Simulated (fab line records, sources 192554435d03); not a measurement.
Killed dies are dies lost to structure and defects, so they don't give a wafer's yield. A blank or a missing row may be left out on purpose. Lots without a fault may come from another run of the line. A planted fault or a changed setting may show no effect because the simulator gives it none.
Split-lot experiment | flow n5_finfet | 7 lots, 39 wafers read, on a route of 1938 steps

THE SPLIT
At N5_DUMMY_GATE_ETCH_37 (etches SOC in N2/H2, target depth 60 nm, overetch 30 nm), the setting source_w was moved away from the recipe's 840 W on 6 of the 39 wafers read, by -6.9% to +14.5%. The other wafers ran this setting at the recipe's value.

The reading is taken at the split's own step.

THE READING
rf_vpp_V, in V, at N5_DUMMY_GATE_ETCH_37 (etches SOC in N2/H2, target depth 60 nm, overetch 30 nm). Fault-free wafers of this fab line usually give 524 V, standard deviation 3 V.

wafer  | tool, chamber at the split | source_w as run, W | against the recipe | rf_vpp_V, V | against lot-mates on the recipe
L080.1 | rie_diel-05, 3             | 840                | recipe             | 521         | -
L080.2 | rie_diel-05, 0             | 840                | recipe             | 523         | -
L080.3 | rie_diel-05, 2             | 840                | recipe             | 527         | -
L080.4 | rie_diel-05, 2             | 840                | recipe             | 527         | -
L080.5 | rie_diel-05, 0             | 840                | recipe             | 524         | -
L080.6 | rie_diel-05, 3             | 840                | recipe             | 523         | -
L083.1 | rie_diel-02, 0             | 840                | recipe             | 525         | -
L083.2 | rie_diel-02, 3             | 840                | recipe             | 524         | -
L083.3 | rie_diel-02, 2             | 840                | recipe             | 522         | -
L083.4 | rie_diel-02, 1             | 840                | recipe             | 528         | -
L083.5 | rie_diel-02, 2             | 840                | recipe             | 522         | -
L083.6 | rie_diel-02, 1             | 840                | recipe             | 528         | -
L084.1 | rie_diel-05, 1             | 840                | recipe             | 522         | -
L084.2 | rie_diel-05, 2             | 840                | recipe             | 524         | -
L084.3 | rie_diel-05, 0             | 840                | recipe             | 525         | -
L084.4 | rie_diel-05, 1             | 840                | recipe             | 521         | -
L084.5 | rie_diel-05, 2             | 840                | recipe             | 526         | -
L084.6 | rie_diel-05, 0             | 840                | recipe             | 524         | -
L086.1 | rie_diel-02, 0             | 840                | recipe             | 525         | -
L086.2 | rie_diel-02, 3             | 961.5              | +14.5%             | 501         | -26
L086.3 | rie_diel-02, 1             | 961.5              | +14.5%             | 503         | -24
L086.4 | rie_diel-02, 2             | 961.5              | +14.5%             | 499         | -28
L086.5 | rie_diel-02, 0             | 840                | recipe             | 528         | -
L086.6 | rie_diel-02, 1             | 840                | recipe             | 528         | -
L087.1 | rie_diel-02, 0             | 782                | -6.9%              | 538         | +13
L087.2 | rie_diel-02, 3             | 782                | -6.9%              | 536         | +11
L087.3 | rie_diel-02, 1             | 840                | recipe             | 528         | -
L087.4 | rie_diel-02, 2             | 782                | -6.9%              | 534         | +9
L087.5 | rie_diel-02, 3             | 840                | recipe             | 523         | -
L087.6 | rie_diel-02, 0             | 840                | recipe             | 525         | -
L089.1 | rie_diel-02, 1             | 840                | recipe             | 528         | -
L089.2 | rie_diel-02, 3             | 840                | recipe             | 524         | -
L089.3 | rie_diel-02, 0             | 840                | recipe             | 525         | -
L089.4 | rie_diel-02, 2             | 840                | recipe             | 522         | -
L089.5 | rie_diel-02, 1             | 840                | recipe             | 526         | -
L089.6 | rie_diel-02, 2             | 840                | recipe             | 521         | -
L092.1 | rie_diel-02, 3             | 840                | recipe             | 522         | -
L092.2 | rie_diel-02, 1             | 840                | recipe             | 526         | -
L092.6 | rie_diel-02, 2             | 840                | recipe             | 523         | -

THE FIT
A straight line over all 39 wafers: rf_vpp_V changes by -1.63 V for each +1% of source_w; r = -0.96; the points scatter about the line by 2.3 V.
The same after taking each lot's own level away (the mean of its wafers on the recipe; 39 wafers): -1.75 V for each +1%; r = -0.97; scatter 2.1 V.
On that fit, the largest move of source_w shifts the reading by 25 V.
The lots' own levels span 523.7 to 527.0 V, that is 1.1 times the standard deviation above.
So the lot-to-lot level changes the slope little: the two slopes agree.
Check: with one of the wafers moved furthest among these (+14.5%) left out of the fit, the line predicts -25.2 V for it against its lot-mates. It came out at -26 V against them.
Tool readings at the split's step, against how far the setting was moved: rf_vpp_V r = -0.96.

OTHER SPLITS ON THESE WAFERS
These wafers also went through other splits before the reading. Each is held against what the fit with the lots' levels taken away leaves over:
other split on the same wafers | wafers away from the commonest value | r with rf_vpp_V (lot level and that fit taken away)
N5_FIN_SAQP_HM_DEP_03 time_s   | 15                                   | +0.00

THE FILE'S OWN FIT
rf_vpp_V changes by -1.74 V for each +1% of source_w, r = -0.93.
